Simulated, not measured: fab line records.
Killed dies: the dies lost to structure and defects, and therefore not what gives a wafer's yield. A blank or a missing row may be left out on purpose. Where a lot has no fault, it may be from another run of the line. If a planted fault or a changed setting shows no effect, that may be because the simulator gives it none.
What tool caused it?    flow nand-harc    57 wafers from 19 lots sampled at 6 of the route's 1159 steps

== WHAT THE GAUGES READ, wafer by wafer ==
The record holds no reading of a measuring or inspecting step that can be judged against a usual standard deviation.

== TOOL THAT RAN EACH LOT (tool first, then ch and the chambers of the sampled wafers, then the start) ==
lot   NHARC_P_M2_DESCUM_14                NHARC_P_M2_ETCH_35                  NHARC_P_M2_ETCH_28                             NHARC_P_BONDPAD_ETCH_37             NHARC_P_BONDPAD_ETCH_24                        NHARC_A_ZERO_WELL_DESCUM_12
L075  rie-diel-12 ch 0,2,3, day 6 18:50   rie-diel-12 ch 0,1, day 6 18:56     rie-diel-12 ch 0,1,2, day 6 23:42 or earlier   rie-diel-02 ch 0,1,3, day 6 23:42   rie-diel-02 ch 2,3, day 7 03:54 or earlier     rie-diel-06 ch 1,3, day 7 03:54
L077  rie-diel-03 ch 0,1,3, day 6 20:20   rie-diel-03 ch 0,1, day 6 20:24     rie-diel-03 ch 0,2,3, day 7 01:26 or earlier   rie-diel-02 ch 0,2,3, day 7 01:26   rie-diel-02 ch 1,2,3, day 7 05:26 or earlier   rie-diel-06 ch 1,3, day 7 05:26
L078  rie-diel-01 ch 0,1,2, day 7 04:05   rie-diel-01 ch 0,3, day 7 04:10     rie-diel-01 ch 1,2,3, day 7 08:49 or earlier   rie-diel-05 ch 1,3, day 7 08:49     rie-diel-05 ch 0,1,3, day 7 13:09 or earlier   rie-diel-07 ch 0,2,3, day 7 13:09
L079  rie-diel-01 ch 2,3, day 7 13:07     rie-diel-01 ch 0,2,3, day 7 13:13   rie-diel-01 ch 0,2,3, day 7 18:10 or earlier   rie-diel-02 ch 0,2,3, day 7 18:10   rie-diel-02 ch 2,3, day 7 22:12 or earlier     rie-diel-08 ch 0,1,3, day 7 22:12
L080  rie-diel-03 ch 1,2,3, day 7 15:56   rie-diel-03 ch 0,2,3, day 7 16:01   rie-diel-03 ch 1,2, day 7 21:07 or earlier     rie-diel-02 ch 0,2,3, day 7 21:07   rie-diel-02 ch 0,1,2, day 8 01:13 or earlier   rie-diel-06 ch 0,1,3, day 8 01:13
L081  rie-diel-12 ch 1,2,3, day 7 16:13   rie-diel-12 ch 0,1,2, day 7 16:17   rie-diel-01 ch 1,2,3, day 7 21:16 or earlier   rie-diel-02 ch 1,2,3, day 7 21:16   rie-diel-11 ch 0,1,3, day 8 01:24 or earlier   rie-diel-07 ch 0,2,3, day 8 01:24
L084  rie-diel-03 ch 2,3, day 8 07:02     rie-diel-03 ch 1,2,3, day 8 07:07   rie-diel-01 ch 1,2,3, day 8 12:05 or earlier   rie-diel-02 ch 0,1,3, day 8 12:05   rie-diel-05 ch 2,3, day 8 16:38 or earlier     rie-diel-07 ch 0,2,3, day 8 16:38
L082  rie-diel-01 ch 2,3, day 8 08:46     rie-diel-01 ch 0,1,3, day 8 08:51   rie-diel-12 ch 0,2,3, day 8 13:25 or earlier   rie-diel-02 ch 0,3, day 8 13:25     rie-diel-02 ch 1,3, day 8 13:56                rie-diel-06 ch 1,2,3, day 8 17:29
L085  rie-diel-01 ch 0,2,3, day 9 00:41   rie-diel-01 ch 1,2, day 9 00:46     rie-diel-01 ch 0,1,2, day 9 05:34 or earlier   rie-diel-02 ch 0,1,2, day 9 05:34   rie-diel-02 ch 1,3, day 9 09:37 or earlier     rie-diel-07 ch 0,2,3, day 9 09:37
L087  rie-diel-03 ch 1,2,3, day 9 09:59   rie-diel-03 ch 0,1,3, day 9 10:03   rie-diel-01 ch 0,1,3, day 9 10:39              rie-diel-02 ch 0,2, day 9 14:51     rie-diel-02 ch 0,1,3, day 9 18:48 or earlier   rie-diel-08 ch 1,2, day 9 18:48
L086  rie-diel-01 ch 0,1, day 9 11:18     rie-diel-01 ch 0,1, day 9 11:25     rie-diel-01 ch 0,3, day 9 16:02 or earlier     rie-diel-02 ch 1,2,3, day 9 16:02   rie-diel-05 ch 2,3, day 9 20:02 or earlier     rie-diel-06 ch 1,2,3, day 9 20:02
L088  rie-diel-01 ch 1,2,3, day 10 04:43  rie-diel-01 ch 0,1,3, day 10 04:48  rie-diel-01 ch 1,2,3, day 10 10:06 or earlier  rie-diel-02 ch 0,1,2, day 10 10:06  rie-diel-02 ch 0,1,3, day 10 13:55 or earlier  rie-diel-06 ch 0,1,2, day 10 13:55
L089  rie-diel-01 ch 0,2,3, day 10 08:35  rie-diel-01 ch 0,1,2, day 10 08:40  rie-diel-01 ch 0,1, day 10 13:23 or earlier    rie-diel-02 ch 1,2, day 10 13:23    rie-diel-02 ch 0,1,2, day 10 17:20 or earlier  rie-diel-06 ch 2,3, day 10 17:20
L090  rie-diel-01 ch 0,1,2, day 10 09:24  rie-diel-01 ch 0,1,2, day 10 09:30  rie-diel-03 ch 0,1,2, day 10 14:08 or earlier  rie-diel-02 ch 0,2, day 10 14:08    rie-diel-02 ch 2,3, day 10 18:14 or earlier    rie-diel-06 ch 0,1,2, day 10 18:14
L091  rie-diel-01 ch 0,3, day 10 10:07    rie-diel-01 ch 0,1, day 10 10:13    rie-diel-03 ch 0,2, day 10 14:53 or earlier    rie-diel-11 ch 2,3, day 10 14:53    rie-diel-02 ch 0,1,3, day 10 18:43 or earlier  rie-diel-08 ch 2,3, day 10 18:43
L092  rie-diel-01 ch 0,1,3, day 10 14:53  rie-diel-01 ch 0,1,3, day 10 14:59  rie-diel-01 ch 0,1,2, day 10 19:26 or earlier  rie-diel-02 ch 0,1,2, day 10 19:26  rie-diel-02 ch 0,2,3, day 10 23:34 or earlier  rie-diel-06 ch 0,1,3, day 10 23:34
L094  rie-diel-01 ch 0,2, day 11 13:58    rie-diel-01 ch 0,1, day 11 14:02    rie-diel-01 ch 0,1, day 11 18:40 or earlier    rie-diel-02 ch 1,2,3, day 11 18:40  rie-diel-02 ch 1,3, day 11 22:37 or earlier    rie-diel-08 ch 1,2, day 11 22:37
L096  rie-diel-01 ch 0,2, day 11 15:34    rie-diel-01 ch 1,2, day 11 15:39    rie-diel-03 ch 0,1,3, day 11 20:53 or earlier  rie-diel-05 ch 1,3, day 11 20:53    rie-diel-02 ch 0,1,3, day 12 00:53 or earlier  rie-diel-08 ch 0,1,3, day 12 00:53
L097  rie-diel-12 ch 0,1,2, day 11 15:56  rie-diel-12 ch 0,1,2, day 11 16:01  rie-diel-01 ch 0,1,3, day 11 21:23 or earlier  rie-diel-11 ch 1,3, day 11 21:23    rie-diel-02 ch 0,1,2, day 12 01:30 or earlier  rie-diel-08 ch 2,3, day 12 01:30
- NHARC_P_M2_DESCUM_14: chemistry O2, time 3 s.
- NHARC_P_M2_ETCH_35: etches the open film in N2/H2, target depth 40 nm, overetch 12 nm, time 43.94 s.
- NHARC_P_M2_ETCH_28: etches the open film in CF4/N2, target depth 30 nm, time 72.99 s.
- NHARC_P_BONDPAD_ETCH_37: etches the open film in N2/H2, target depth 60 nm, overetch 18 nm, time 65.91 s.
- NHARC_P_BONDPAD_ETCH_24: etches the open film in CF4/N2, target depth 30 nm, time 72.99 s.
- NHARC_A_ZERO_WELL_DESCUM_12: chemistry O2, time 3 s.

== WHAT THE TOOLS THEMSELVES READ (means of the sampled wafers that have a number; where no wafer has one, the mark that the record gives instead) ==
NHARC_P_M2_DESCUM_14.
lot   tool         drypump-motor-current-A (A)  oes-product-au (a.u.)  rf-vpp-V (V)  showerhead-plenum-p-Torr (Torr)  throttle-valve-pct (%)
L075  rie-diel-12  5.6                          1.004                  57.6          1.95                             11.315
L077  rie-diel-03  6.2                          0.988                  57.3          1.86                             11.310
L078  rie-diel-01  5.6                          0.999                  58.6          1.95                             11.305
L079  rie-diel-01  5.7                          0.981                  57.9          1.85                             11.310
L080  rie-diel-03  6.1                          0.984                  58.3          1.90                             11.309
L081  rie-diel-12  5.6                          1.008                  57.4          1.86                             11.316
L084  rie-diel-03  5.9                          0.983                  57.7          1.98                             11.302
L082  rie-diel-01  6.0                          0.992                  57.9          1.83                             11.311
L085  rie-diel-01  5.9                          0.986                  58.0          1.91                             11.313
L087  rie-diel-03  6.1                          0.988                  57.4          1.89                             11.310
L086  rie-diel-01  5.6                          1.006                  58.5          1.98                             11.322
L088  rie-diel-01  5.7                          0.997                  57.8          1.87                             11.310
L089  rie-diel-01  5.9                          1.001                  57.3          1.91                             11.316
L090  rie-diel-01  5.6                          0.996                  58.1          1.95                             11.310
L091  rie-diel-01  6.1                          1.006                  58.1          1.96                             11.314
L092  rie-diel-01  5.9                          1.009                  57.9          1.93                             11.322
L094  rie-diel-01  5.6                          0.977                  58.6          1.93                             11.314
L096  rie-diel-01  5.8                          0.990                  58.2          1.98                             11.304
L097  rie-diel-12  5.8                          0.980                  57.1          1.96                             11.315

NHARC_P_M2_ETCH_35.
lot   tool         drypump-motor-current-A (A)  h2-flow-sccm (sccm)  oes-product-au (a.u.)  rf-vpp-V (V)  showerhead-plenum-p-Torr (Torr)  throttle-valve-pct (%)
L075  rie-diel-12  6.0                          150.1                1.012                  428.1         1.98                             14.174
L077  rie-diel-03  6.0                          149.4                0.993                  428.3         1.96                             14.168
L078  rie-diel-01  6.1                          149.1                1.000                  431.9         2.10                             14.163
L079  rie-diel-01  5.9                          150.0                1.002                  430.4         2.03                             14.167
L080  rie-diel-03  6.0                          150.0                0.984                  430.3         2.06                             14.168
L081  rie-diel-12  5.8                          150.3                1.010                  429.4         1.99                             14.177
L084  rie-diel-03  6.1                          149.7                0.989                  429.3         2.02                             14.164
L082  rie-diel-01  5.9                          150.0                1.001                  431.3         2.06                             14.167
L085  rie-diel-01  5.4                          150.0                0.981                  430.0         2.02                             14.177
L087  rie-diel-03  6.2                          149.7                1.006                  429.8         1.98                             14.173
L086  rie-diel-01  5.6                          149.8                1.002                  432.6         2.11                             14.179
L088  rie-diel-01  5.9                          150.1                1.005                  430.4         2.06                             14.174
L089  rie-diel-01  5.6                          150.3                0.994                  431.2         2.08                             14.166
L090  rie-diel-01  5.6                          149.7                1.000                  430.7         2.08                             14.179
L091  rie-diel-01  5.8                          150.3                0.999                  433.1         2.14                             14.179
L092  rie-diel-01  5.9                          150.2                1.003                  430.6         2.06                             14.172
L094  rie-diel-01  5.6                          149.8                1.002                  432.2         2.11                             14.175
L096  rie-diel-01  5.4                          149.8                0.979                  430.2         2.02                             14.171
L097  rie-diel-12  5.8                          150.6                0.980                  431.6         2.09                             14.172

NHARC_P_M2_ETCH_28.
lot   tool         drypump-motor-current-A (A)  oes-product-au (a.u.)  rf-vpp-V (V)  showerhead-plenum-p-Torr (Torr)  throttle-valve-pct (%)
L075  rie-diel-12  5.8                          1.009                  313.3         2.57                             19.798
L077  rie-diel-03  6.1                          0.988                  315.3         2.66                             19.784
L078  rie-diel-01  5.7                          1.001                  313.3         2.57                             19.797
L079  rie-diel-01  5.9                          0.992                  313.8         2.62                             19.795
L080  rie-diel-03  5.9                          0.985                  313.7         2.58                             19.794
L081  rie-diel-01  5.7                          0.992                  312.7         2.57                             19.797
L084  rie-diel-01  5.7                          0.999                  312.8         2.57                             19.799
L082  rie-diel-12  5.7                          0.985                  315.0         2.66                             19.794
L085  rie-diel-01  5.6                          0.992                  315.0         2.68                             19.787
L087  rie-diel-01  5.9                          1.005                  314.1         2.65                             19.789
L086  rie-diel-01  6.2                          1.012                  314.2         2.59                             19.789
L088  rie-diel-01  5.7                          1.007                  313.2         2.57                             19.787
L089  rie-diel-01  5.6                          1.001                  315.3         2.71                             19.792
L090  rie-diel-03  5.8                          0.997                  313.8         2.62                             19.800
L091  rie-diel-03  5.8                          0.991                  315.6         2.66                             19.799
L092  rie-diel-01  5.6                          0.984                  314.3         2.68                             19.803
L094  rie-diel-01  5.8                          1.003                  316.6         2.75                             19.797
L096  rie-diel-03  6.2                          0.991                  312.0         2.55                             19.799
L097  rie-diel-01  5.9                          1.005                  313.4         2.65                             19.796

NHARC_P_BONDPAD_ETCH_37.
lot   tool         drypump-motor-current-A (A)  h2-flow-sccm (sccm)  oes-product-au (a.u.)  rf-vpp-V (V)  showerhead-plenum-p-Torr (Torr)  throttle-valve-pct (%)
L075  rie-diel-02  5.6                          149.8                1.009                  430.6         2.05                             14.165
L077  rie-diel-02  5.9                          149.8                1.000                  432.6         2.07                             14.169
L078  rie-diel-05  6.0                          150.0                1.009                  428.3         1.99                             14.172
L079  rie-diel-02  5.9                          150.0                1.004                  430.9         2.07                             14.177
L080  rie-diel-02  5.9                          150.1                1.003                  431.8         2.07                             14.170
L081  rie-diel-02  6.0                          150.5                1.002                  433.7         2.13                             14.170
L084  rie-diel-02  5.6                          150.0                1.000                  431.5         2.05                             14.178
L082  rie-diel-02  6.1                          149.7                1.005                  430.2         2.04                             14.176
L085  rie-diel-02  5.5                          149.9                1.005                  431.4         2.07                             14.175
L087  rie-diel-02  5.8                          149.9                0.996                  430.8         2.08                             14.176
L086  rie-diel-02  6.0                          150.2                0.995                  433.1         2.13                             14.168
L088  rie-diel-02  5.5                          150.2                1.002                  430.8         2.07                             14.175
L089  rie-diel-02  5.9                          150.0                1.007                  433.3         2.15                             14.176
L090  rie-diel-02  5.8                          150.0                1.019                  431.8         2.08                             14.165
L091  rie-diel-11  6.4                          150.1                0.993                  430.2         2.02                             14.163
L092  rie-diel-02  5.5                          150.2                1.015                  431.0         2.07                             14.172
L094  rie-diel-02  6.0                          150.1                1.000                  432.4         2.13                             14.173
L096  rie-diel-05  6.0                          150.0                0.991                  429.0         1.97                             14.169
L097  rie-diel-11  6.0                          149.8                1.003                  431.9         2.10                             14.168

NHARC_P_BONDPAD_ETCH_24.
lot   tool         drypump-motor-current-A (A)  oes-product-au (a.u.)  rf-vpp-V (V)  showerhead-plenum-p-Torr (Torr)  throttle-valve-pct (%)
L075  rie-diel-02  6.5                          0.988                  316.7         2.73                             19.804
L077  rie-diel-02  6.0                          1.006                  316.4         2.74                             19.793
L078  rie-diel-05  5.6                          1.006                  312.8         2.56                             19.789
L079  rie-diel-02  6.5                          0.987                  316.1         2.73                             19.789
L080  rie-diel-02  5.5                          1.009                  314.2         2.67                             19.792
L081  rie-diel-11  6.0                          1.003                  314.1         2.61                             19.790
L084  rie-diel-05  6.4                          1.005                  311.9         2.49                             19.797
L082  rie-diel-02  5.7                          1.002                  315.5         2.72                             19.795
L085  rie-diel-02  5.7                          0.995                  315.6         2.72                             19.795
L087  rie-diel-02  5.6                          1.010                  314.3         2.64                             19.794
L086  rie-diel-05  6.2                          0.995                  312.5         2.50                             19.792
L088  rie-diel-02  5.6                          1.005                  314.4         2.64                             19.793
L089  rie-diel-02  5.5                          1.004                  315.2         2.66                             19.794
L090  rie-diel-02  6.5                          0.988                  315.8         2.72                             19.788
L091  rie-diel-02  5.6                          1.005                  313.9         2.64                             19.796
L092  rie-diel-02  5.9                          1.009                  313.7         2.65                             19.792
L094  rie-diel-02  5.7                          1.004                  315.8         2.72                             19.788
L096  rie-diel-02  5.6                          1.003                  314.0         2.64                             19.790
L097  rie-diel-02  5.5                          1.004                  314.8         2.66                             19.795

NHARC_A_ZERO_WELL_DESCUM_12.
lot   tool         drypump-motor-current-A (A)  oes-product-au (a.u.)  rf-vpp-V (V)  showerhead-plenum-p-Torr (Torr)  throttle-valve-pct (%)
L075  rie-diel-06  5.7                          0.997                  57.1          1.95                             11.307
L077  rie-diel-06  5.4                          0.986                  57.4          1.95                             11.303
L078  rie-diel-07  5.9                          0.999                  58.5          1.90                             11.304
L079  rie-diel-08  5.8                          1.003                  57.6          1.96                             11.312
L080  rie-diel-06  5.7                          0.993                  57.8          1.91                             11.313
L081  rie-diel-07  5.9                          1.011                  57.7          1.90                             11.316
L084  rie-diel-07  5.9                          1.003                  58.2          1.90                             11.309
L082  rie-diel-06  5.5                          1.002                  57.5          1.96                             11.302
L085  rie-diel-07  5.9                          1.007                  58.2          1.90                             11.309
L087  rie-diel-08  5.5                          0.997                  57.4          1.88                             11.312
L086  rie-diel-06  5.5                          1.002                  58.1          1.96                             11.307
L088  rie-diel-06  5.5                          1.015                  58.3          1.91                             11.326
L089  rie-diel-06  5.5                          1.009                  58.6          1.96                             11.308
L090  rie-diel-06  5.4                          1.005                  57.9          1.91                             11.314
L091  rie-diel-08  6.3                          0.995                  58.8          1.96                             11.314
L092  rie-diel-06  5.7                          1.000                  56.9          1.91                             11.303
L094  rie-diel-08  5.5                          0.999                  58.1          1.88                             11.305
L096  rie-diel-08  5.7                          0.998                  59.0          1.96                             11.315
L097  rie-diel-08  6.3                          0.981                  57.6          1.90                             11.322

== THE ANSWER, worked out from the rows above alone ==
Rule: the usual values come from the lots themselves. The widest of any qualifying gaps counts: lots, ordered by their means at a reading, are off when they make up no more than a third of the lots, leave a main group of 4 or more, and stand apart from it by 3 or more times the standard deviation of that group's means. A main group is skipped when, at the precision printed for the reading in the tables above, its means are all equal. Also off: a lot with no number at a reading for which 4 or more lots have one. All remaining lots with rows at the step are treated as sound. Order of review: gauges by route order, followed by the tools' own readings, for which a lot's mean as printed above is used. At the first step where some lot is off, the reading lying furthest off is the one used; lots without a number count as furthest.
Across all readings shown, no lot is off: no conclusion can be drawn from this.

== WHAT THE SIMULATOR PUT IN ==
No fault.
